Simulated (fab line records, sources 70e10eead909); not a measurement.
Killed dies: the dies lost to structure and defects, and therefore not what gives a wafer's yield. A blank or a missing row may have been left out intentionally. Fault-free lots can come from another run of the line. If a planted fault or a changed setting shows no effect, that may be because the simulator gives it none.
Which tool was responsible?	flow nand harc	15 lots with 45 wafers sampled at 4 steps, on a route of 1159 steps

== WHAT THE GAUGES READ, wafer by wafer ==
The record lacks any reading of a measuring or inspecting step that a usual standard deviation could be used to judge.

== EACH LOT AND THE TOOL THAT RAN IT (in order: tool; ch and the chambers of the sampled wafers; start) ==
lot	NHARC_A_CONTACT_ETCH_110	NHARC_A_CONTACT_CMP_20	NHARC_A_BLC_STRIP_29	NHARC_A_M0_DEP_00
L169	rie diel-08 ch 0,1, day 17 23:11	cmp-02 ch 0,2,3, day 18 02:46	rie diel-02 ch 2,3, day 18 04:44	pecvd-03 ch 1,2, day 18 08:32
L170	rie diel-13 ch 0,2,3, day 18 03:41	cmp-02 ch 0,3, day 18 05:54	rie diel-04 ch 1,3, day 18 08:03	pecvd-03 ch 0,2, day 18 14:25
L173	rie diel-08 ch 2,3, day 19 03:38	cmp-04 ch 0,2,3, day 19 10:23	rie diel-04 ch 1,2, day 19 12:21	pecvd-04 ch 0,2, day 19 14:19
L172	rie diel-11 ch 1,2,3, day 19 07:44	cmp-01 ch 0,1,3, day 19 10:25	rie diel-02 ch 0,1,2, day 19 12:32	pecvd-04 ch 0,1,2, day 19 15:08
L174	rie diel-08 ch 1,2,3, day 19 14:40	cmp-01 ch 1,2,3, day 19 16:26	rie diel-02 ch 0,2, day 19 18:37	pecvd-03 ch 1,2, day 19 21:07
L186	rie diel-08 ch 0,2,3, day 21 18:49	cmp-02 ch 0,2,3, day 22 06:44	rie diel-04 ch 1,2,3, day 22 08:53	pecvd-01 ch 0,1,2, day 22 18:22
L182	rie diel-08 ch 1,3, day 22 04:52	cmp-01 ch 0,1,3, day 22 11:26	rie diel-02 ch 1,3, day 22 13:31	pecvd-01 ch 0,2, day 22 22:38
L184	rie diel-13 ch 0,2,3, day 22 12:22	cmp-02 ch 0,1,2, day 22 18:49	rie diel-04 ch 0,2,3, day 22 20:56	pecvd-03 ch 1,2, day 23 08:53
L185	rie diel-08 ch 0,1,2, day 22 20:26	cmp-02 ch 1,2,3, day 23 08:23	rie diel-04 ch 0,2,3, day 23 10:30	pecvd-03 ch 1,2, day 23 16:03
L190	rie diel-08 ch 0,1,2, day 22 21:51	cmp-02 ch 0,1,3, day 23 09:05	rie diel-04 ch 1,3, day 23 11:26	pecvd-01 ch 0,1,2, day 23 16:29
L189	rie diel-13 ch 1,2,3, day 22 23:25	cmp-01 ch 1,2,3, day 23 09:10	rie diel-12 ch 1,2,3, day 23 11:26	pecvd-03 ch 1,2, day 23 16:58
L188	rie diel-13 ch 2,3, day 23 00:32	cmp-02 ch 0,2,3, day 23 10:26	rie diel-02 ch 2,3, day 23 12:34	pecvd-03 ch 1,2, day 23 22:47
L181	rie diel-11 ch 0,1,3, day 23 04:43	cmp-04 ch 1,3, day 23 15:13	rie diel-02 ch 0,1,3, day 23 17:21	pecvd-01 ch 0,1,2, day 24 06:10
L191	rie diel-08 ch 0,1,3, day 23 13:35	cmp-01 ch 0,2,3, day 23 22:59	rie diel-02 ch 1,2,3, day 24 00:59	pecvd-03 ch 1,2, day 24 08:28
L192	rie diel-13 ch 0,2,3, day 23 16:26	cmp-02 ch 0,2,3, day 23 23:46	rie diel-04 ch 0,2,3, day 24 01:56	pecvd-01 ch 0,2, day 24 08:53
- NHARC_A_CONTACT_ETCH_110: etches the open film in CF4/O2, target depth 50 nm, overetch 5 nm, time 27.5 s.
- NHARC_A_CONTACT_CMP_20: polishes, t overpolish 30 s, target thk 300 nm.
- NHARC_A_BLC_STRIP_29: strips in CF4.
- NHARC_A_M0_DEP_00: deposits SiOC, target thk 150 nm.

== AS READ BY THE TOOLS THEMSELVES (means over the sampled wafers that have a number; for cases with no such wafer, the mark the record gives instead) ==
NHARC_A_CONTACT_ETCH_110. Usual: drypump motor current A 5.6 A, standard deviation 0.5; oes product au 1.000 a.u., standard deviation 0.01; rf vpp V 198.0 V, standard deviation 1.7; showerhead plenum p Torr 1.34 Torr, standard deviation 0.066; throttle valve pct 13.398 %, standard deviation 0.0095.
lot	tool	drypump motor current A (A)	oes product au (a.u.)	rf vpp V (V)	showerhead plenum p Torr (Torr)	throttle valve pct (%)	flag
L169	rie diel-08	5.5	0.999	198.6	1.39	13.403	
L170	rie diel-13	5.6	0.997	196.9	1.30	13.399	
L173	rie diel-08	5.0	0.988	197.4	1.32	13.402	
L172	rie diel-11	5.7	0.995	196.0	1.29	13.411	
L174	rie diel-08	5.1	1.018	197.8	1.34	13.400	
L186	rie diel-08	5.2	0.999	198.2	1.36	13.396	
L182	rie diel-08	5.3	1.003	198.0	1.33	13.386	
L184	rie diel-13	5.6	1.011	199.3	1.36	13.403	
L185	rie diel-08	5.3	0.992	198.6	1.39	13.391	
L190	rie diel-08	5.3	1.003	199.8	1.39	13.396	
L189	rie diel-13	5.9	0.995	198.7	1.39	13.409	
L188	rie diel-13	6.0	1.005	199.4	1.42	13.400	
L181	rie diel-11	5.7	0.993	195.4	1.26	13.405	
L191	rie diel-08	5.4	0.998	198.7	1.35	13.399	
L192	rie diel-13	5.6	1.016	198.7	1.36	13.389	

NHARC_A_CONTACT_CMP_20. Usual: motor current A 12.5 A, standard deviation 1.5; overpolish run s 29.999 s, standard deviation 0.01; time to endpoint s 59.0 s, standard deviation 2.7.
lot	tool	motor current A (A)	overpolish run s (s)	time to endpoint s (s)	flag
L169	cmp-02	12.3	29.996	54.3	
L170	cmp-02	12.5	30.004	55.2	
L173	cmp-04	12.7	30.000	60.4	
L172	cmp-01	11.9	29.993	63.3	
L174	cmp-01	13.1	30.004	60.4	
L186	cmp-02	12.0	29.996	57.4	
L182	cmp-01	12.0	29.992	58.5	
L184	cmp-02	13.4	30.004	53.8	
L185	cmp-02	11.5	30.003	60.4	
L190	cmp-02	12.8	29.993	59.6	
L189	cmp-01	13.0	29.985	60.2	
L188	cmp-02	12.0	30.004	57.4	
L181	cmp-04	13.1	29.999	59.6	
L191	cmp-01	13.0	30.002	62.2	
L192	cmp-02	11.9	29.999	58.2	

NHARC_A_BLC_STRIP_29. Usual: drypump motor current A 5.7 A, standard deviation 0.36; oes product au 1.005 a.u., standard deviation 0.01; rf vpp V 59.4 V, standard deviation 0.84; showerhead plenum p Torr 1.77 Torr, standard deviation 0.089; throttle valve pct 13.284 %, standard deviation 0.0097.
lot	tool	drypump motor current A (A)	oes product au (a.u.)	rf vpp V (V)	showerhead plenum p Torr (Torr)	throttle valve pct (%)	flag
L169	rie diel-02	5.7	1.004	58.7	1.71	13.288	
L170	rie diel-04	5.9	1.007	59.4	1.78	13.294	
L173	rie diel-04	5.4	0.999	59.6	1.88	13.282	
L172	rie diel-02	5.7	0.998	59.4	1.73	13.292	
L174	rie diel-02	5.5	1.000	59.3	1.77	13.287	
L186	rie diel-04	5.7	1.002	60.2	1.83	13.285	
L182	rie diel-02	6.1	1.003	58.7	1.66	13.287	
L184	rie diel-04	5.9	1.011	59.5	1.84	13.290	
L185	rie diel-04	5.9	1.014	59.6	1.84	13.286	
L190	rie diel-04	5.5	1.007	59.6	1.82	13.286	
L189	rie diel-12	5.8	1.010	59.8	1.76	13.283	
L188	rie diel-02	5.9	1.001	59.4	1.68	13.279	
L181	rie diel-02	5.9	0.995	60.1	1.70	13.285	
L191	rie diel-02	5.8	0.995	59.4	1.68	13.276	
L192	rie diel-04	5.9	1.012	60.0	1.84	13.288	

NHARC_A_M0_DEP_00. Usual: chamber pressure Torr 5.001 Torr, standard deviation 0.01; rf fwd power W 598.9 W, standard deviation 1.8.
lot	tool	chamber pressure Torr (Torr)	rf fwd power W (W)	flag
L169	pecvd-03	5.003	600.9	
L170	pecvd-03	4.999	600.7	
L173	pecvd-04	4.991	600.1	
L172	pecvd-04	4.995	598.0	
L174	pecvd-03	5.002	598.7	
L186	pecvd-01	5.005	599.2	
L182	pecvd-01	4.991	600.8	
L184	pecvd-03	-	-	OFF
L185	pecvd-03	-	-	OFF
L190	pecvd-01	4.997	597.6	
L189	pecvd-03	5.015	599.2	
L188	pecvd-03	5.008	597.1	
L181	pecvd-01	-	-	OFF
L191	pecvd-03	4.999	596.9	
L192	pecvd-01	5.004	599.4	

== THE ANSWER, worked out from the rows above alone ==
Rule: a lot is off if the mean of its wafers that have a number lies more than 3 standard deviations from the usual mean. A lot without any number at a reading at which 4 lots or more have one is off too. Any other lot the step has rows for is counted as sound. Order of review: gauges by route order, followed by the tools' own readings, for which a lot's mean as printed above is used. The first step at which some lot is off is used, and at that step the reading that is off furthest; a lot without a number counts as furthest.
Off at NHARC_A_M0_DEP_00 (chamber pressure Torr): L184, L185, L181. Without a number there: L184, L185, L181.
If a tool, at that step or one of the process steps before it, ran each lot that is off and ran no sound lot following the first of them, it fits. Not one of the candidates tried fits.

== WHAT THE SIMULATOR HAD PUT IN ==
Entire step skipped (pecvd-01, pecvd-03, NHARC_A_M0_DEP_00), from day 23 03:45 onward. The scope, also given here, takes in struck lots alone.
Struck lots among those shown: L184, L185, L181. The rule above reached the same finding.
